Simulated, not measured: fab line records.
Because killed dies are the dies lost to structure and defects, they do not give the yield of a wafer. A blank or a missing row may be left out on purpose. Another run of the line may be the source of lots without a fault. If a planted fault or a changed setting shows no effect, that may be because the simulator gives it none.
A lot that was struck, set against a sound lot	flow n5_finfet	16 out of 1938 route steps
Sound: the wafers L937.1, L937.4, L937.5. Struck: wafer L944.3 (L944.4, L944.6, from the same lot, were not struck and are left out); the cause is given at the end.
For every step that has rows: the tool of each side, followed by ch and its chambers, followed by its first start. Under that, the readings that differ: sound wafers	struck wafers	difference of the means	sigmas: that difference in standard deviations of wafers without a fault.
alike: a reading whose means differ by less than 2 such deviations, as well as words and numbers matching on both sides. not compared: withheld readings; readings where some wafer has no value; bounds like >300 that might hide an equal value; numbers whose values overlap and for which the record gives no deviation.
The two part at a step that has a row with sigmas, a row that says differs or no value, or rows on one side only. Non-overlapping numbers with no deviation appear without sigmas and do not part them. Lack of a reading on every wafer of one side parts them only where that side has two or more wafers.

first, 1 step without rows for these wafers: N5_GATE_CUT_STRIP_42 (strips in O2).
N5_GATE_CUT_ETCH_19: etches SiNx in CH3F/O2, target depth 53.7 nm, time 76.7 s.
  sound on rie_diel-06 ch 1,3, day 5 07:20; struck on rie_diel-06 ch 1, day 7 02:25
reading	sound	struck	difference	sigmas
drypump_motor_current_A (A)	5.07 5.96 5.06	5.96	+0.60	+2
etch_rf_on_time_s (s)	76.6 74.6 77.6	74.0	-2.3	-2
  alike: O2_flow_sccm, oes_product_au, rf_vpp_V, showerhead_plenum_p_Torr, throttle_valve_pct
  not compared: rf_hours_counter_h
then, 1 step without rows for these wafers: N5_GATE_CUT_CUT_ETCH_53 (etches W in SF6/Cl2, target depth 79.2 nm).
N5_GATE_CUT_CUT_ETCH_54: etches TiN in Cl2/BCl3, target depth 96.7 nm.
  sound on rie_metal-02 ch 0,1, day 5 07:30; struck on rie_metal-03 ch 1, day 7 02:41
  alike: drypump_motor_current_A, etch_rf_on_time_s, oes_product_au, throttle_valve_pct
  not compared: rf_hours_counter_h
N5_GATE_CUT_CUT_ETCH_55: etches HfO2 in BCl3, target depth 3.2 nm.
  sound on rie_metal-02 ch 0,1, day 5 07:34; struck on rie_metal-03 ch 1, day 7 02:47
  alike: drypump_motor_current_A, oes_product_au, throttle_valve_pct
  not compared: rf_hours_counter_h
then, 1 step without rows for these wafers: N5_GATE_CUT_ETCH_47 (etches SiO2 in Cl2/BCl3, target depth 10 nm).
N5_GATE_CUT_VAPOR_ETCH_48: etches TiN in BCl3/Cl2.
  sound on rie_metal-02 ch 0,1, day 5 07:37; struck on rie_metal-03 ch 1, day 7 02:54
  alike: drypump_motor_current_A, oes_product_au
N5_GATE_CUT_VAPOR_ETCH_49: etches TiAlC in BCl3/Cl2.
  sound on rie_metal-02 ch 0,1, day 5 07:39; struck on rie_metal-03 ch 1, day 7 02:58
  alike: drypump_motor_current_A, oes_product_au
then, 4 steps without rows for these wafers: N5_GATE_CUT_VAPOR_ETCH_51 (etches HfO2 in BCl3/Cl2); N5_GATE_CUT_STRIP_21 (strips in N2/H2, time 30 s); N5_GATE_CUT_STRIP_29 (strips in post etch residue remover, time 60 s); N5_GATE_CUT_SRD_52 (time 30 s).
N5_GATE_CUT_ALD_22: deposits SiNx, target thk 16 nm, pulse time 1 s, ald cycles 320.
  sound on ald_sin-01 ch 2,3, day 5 07:53; struck on ald_sin-01 ch 3, day 7 03:14
reading	sound	struck	difference	sigmas
ald_cycles	320 320 320	505	+185	
model.SiNx_of_GATE_CUT_ALD_22.thk_nm (nm)	16 16 16	25.4	+9.4	
  alike: heater_power_w, precursor_pulse_height_rel
N5_GATE_CUT_CMP_23: polishes, stops on SiO2, t overpolish 23.4 s, target thk 16 nm.
  sound on cmp-03 ch 0,1, day 5 09:23; struck on cmp-03 ch 3, day 7 04:44
reading	sound	struck	difference	sigmas
time_to_endpoint_s (s)	17.9 15.0 17.3	30.6	+13.9	+8
model.SiNx_of_GATE_CUT_ALD_22.thk_nm (nm)	16 16 16	15.8	-0.2	
  alike: motor_current_A, slurry_flow_ml_min
N5_GATE_CUT_THK_MEAS_24:
  struck on film_metro-01, day 7 05:02; sound on film_metro-01, day 5 09:41
  alike: GC_FILL_THK
-- record jumps: 4 days separate the struck wafers' starts on either side; left off in module GATE_CUT, taken up again in module BEOL_M4, whose first shown step is the route's number 1111 --
N5_BEOL_M4_RC_MEAS_101:
  sound on prober-02 ch 0, day 9 18:14; struck on prober-02 ch 0, day 11 08:16
reading	sound	struck	difference	sigmas
IOFF_N (nA/um)	0.157 0.153 0.131	0.194	+0.047	+2
  alike: DIBL_N, DIBL_P, IOFF_P, ION_N, ION_P, SS_N, SS_P, VT_N, VT_P

== WHERE THEY PART ==
Last at N5_BEOL_M4_RC_MEAS_101 as far as this record goes, first at N5_GATE_CUT_ETCH_19.

WHY: whatever the simulator had introduced
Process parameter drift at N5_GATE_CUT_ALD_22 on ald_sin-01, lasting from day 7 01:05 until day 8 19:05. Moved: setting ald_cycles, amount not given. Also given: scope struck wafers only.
